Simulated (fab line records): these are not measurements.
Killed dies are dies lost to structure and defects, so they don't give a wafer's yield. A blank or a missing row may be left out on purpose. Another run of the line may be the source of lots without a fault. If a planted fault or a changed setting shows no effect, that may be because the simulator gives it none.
Chamber matching || flow nand harc || NHARC_A_M0_CMP_23 on cmp-02: 4 sister chambers
The step polishes, t overpolish 20 s, target thk 113.75 nm. 20 wafers are shown with their chamber, then 10 later ones without.

## WAFERS, EACH WITH ITS CHAMBER
{"wafer": "L075.1", "chamber": 1, "motor current A (A)": 12.1, "time to endpoint s (s)": 34.8}
{"wafer": "L075.3", "chamber": 0, "motor current A (A)": 10.4, "time to endpoint s (s)": 31.1}
{"wafer": "L075.4", "chamber": 2, "motor current A (A)": 13.7, "time to endpoint s (s)": 33.6}
{"wafer": "L074.2", "chamber": 3, "motor current A (A)": 12.9, "time to endpoint s (s)": 28.0}
{"wafer": "L074.3", "chamber": 0, "motor current A (A)": 10.5, "time to endpoint s (s)": 29.4}
{"wafer": "L074.5", "chamber": 3, "motor current A (A)": 13.2, "time to endpoint s (s)": 27.3}
{"wafer": "L076.2", "chamber": 2, "motor current A (A)": 12.8, "time to endpoint s (s)": 30.6}
{"wafer": "L076.4", "chamber": 3, "motor current A (A)": 13.1, "time to endpoint s (s)": 27.6}
{"wafer": "L076.5", "chamber": 1, "motor current A (A)": 11.6, "time to endpoint s (s)": 31.4}
{"wafer": "L081.1", "chamber": 3, "motor current A (A)": 13.0, "time to endpoint s (s)": 28.8}
{"wafer": "L081.3", "chamber": 1, "motor current A (A)": 11.7, "time to endpoint s (s)": 36.6}
{"wafer": "L081.6", "chamber": 0, "motor current A (A)": 11.1, "time to endpoint s (s)": 32.0}
{"wafer": "L078.1", "chamber": 2, "motor current A (A)": 13.5, "time to endpoint s (s)": 33.5}
{"wafer": "L078.3", "chamber": 0, "motor current A (A)": 10.6, "time to endpoint s (s)": 30.2}
{"wafer": "L078.5", "chamber": 3, "motor current A (A)": 13.1, "time to endpoint s (s)": 26.3}
{"wafer": "L083.1", "chamber": 2, "motor current A (A)": 13.2, "time to endpoint s (s)": 29.8}
{"wafer": "L083.2", "chamber": 3, "motor current A (A)": 13.0, "time to endpoint s (s)": 29.0}
{"wafer": "L083.4", "chamber": 0, "motor current A (A)": 10.3, "time to endpoint s (s)": 31.0}
{"wafer": "L079.1", "chamber": 1, "motor current A (A)": 11.8, "time to endpoint s (s)": 33.8}
{"wafer": "L079.3", "chamber": 0, "motor current A (A)": 11.1, "time to endpoint s (s)": 29.1}

SIGNATURES (means of the wafers above)
{"reading": "motor current A", "chamber 0": 10.667, "chamber 1": 11.800, "chamber 2": 13.300, "chamber 3": 13.050, "scatter within a chamber": 0.282}
{"reading": "time to endpoint s", "chamber 0": 30.467, "chamber 1": 34.150, "chamber 2": 31.875, "chamber 3": 27.833, "scatter within a chamber": 1.52}
Rule: a wafer's distance from a chamber is the root of the sum, over the readings, of the square of ((its reading less the chamber's mean) divided by the reading's scatter). If the next closest chamber is less than 2 further off than the closest, the wafer can't be placed; otherwise it belongs to the closest. The scatter: the root of (the sum of the squares of (reading less its chamber's mean) over the shown wafers, divided by (wafers less chambers)).

## WAFERS WITHOUT THEIR CHAMBER
{"wafer": "L079.5", "motor current A (A)": 13.0, "time to endpoint s (s)": 32.2}
{"wafer": "L090.1", "motor current A (A)": 10.3, "time to endpoint s (s)": 27.2}
{"wafer": "L090.3", "motor current A (A)": 13.5, "time to endpoint s (s)": 30.3}
{"wafer": "L090.5", "motor current A (A)": 10.4, "time to endpoint s (s)": 28.4}
{"wafer": "L092.1", "motor current A (A)": 10.5, "time to endpoint s (s)": 28.0}
{"wafer": "L092.5", "motor current A (A)": 10.4, "time to endpoint s (s)": 25.6}
{"wafer": "L092.6", "motor current A (A)": 10.6, "time to endpoint s (s)": 31.0}
{"wafer": "L093.1", "motor current A (A)": 13.2, "time to endpoint s (s)": 26.7}
{"wafer": "L093.2", "motor current A (A)": 10.5, "time to endpoint s (s)": 25.8}
{"wafer": "L093.5", "motor current A (A)": 11.8, "time to endpoint s (s)": 32.3}

## EACH ONE'S CHAMBER
{"wafer": "L079.5", "from the rows above": "can't be placed: 2 or 3", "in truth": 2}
{"wafer": "L090.1", "from the rows above": 0, "in truth": 0}
{"wafer": "L090.3", "from the rows above": "can't be placed: 2 or 3", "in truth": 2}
{"wafer": "L090.5", "from the rows above": 0, "in truth": 0}
{"wafer": "L092.1", "from the rows above": 0, "in truth": 0}
{"wafer": "L092.5", "from the rows above": 0, "in truth": 0}
{"wafer": "L092.6", "from the rows above": 0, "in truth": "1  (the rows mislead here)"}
{"wafer": "L093.1", "from the rows above": 3, "in truth": 3}
{"wafer": "L093.2", "from the rows above": 0, "in truth": 0}
{"wafer": "L093.5", "from the rows above": 1, "in truth": 1}
Correctly placed: 7 of 10. These rows do not allow placing 2 (true chamber among the candidates in 2). Placed wrongly: 1.
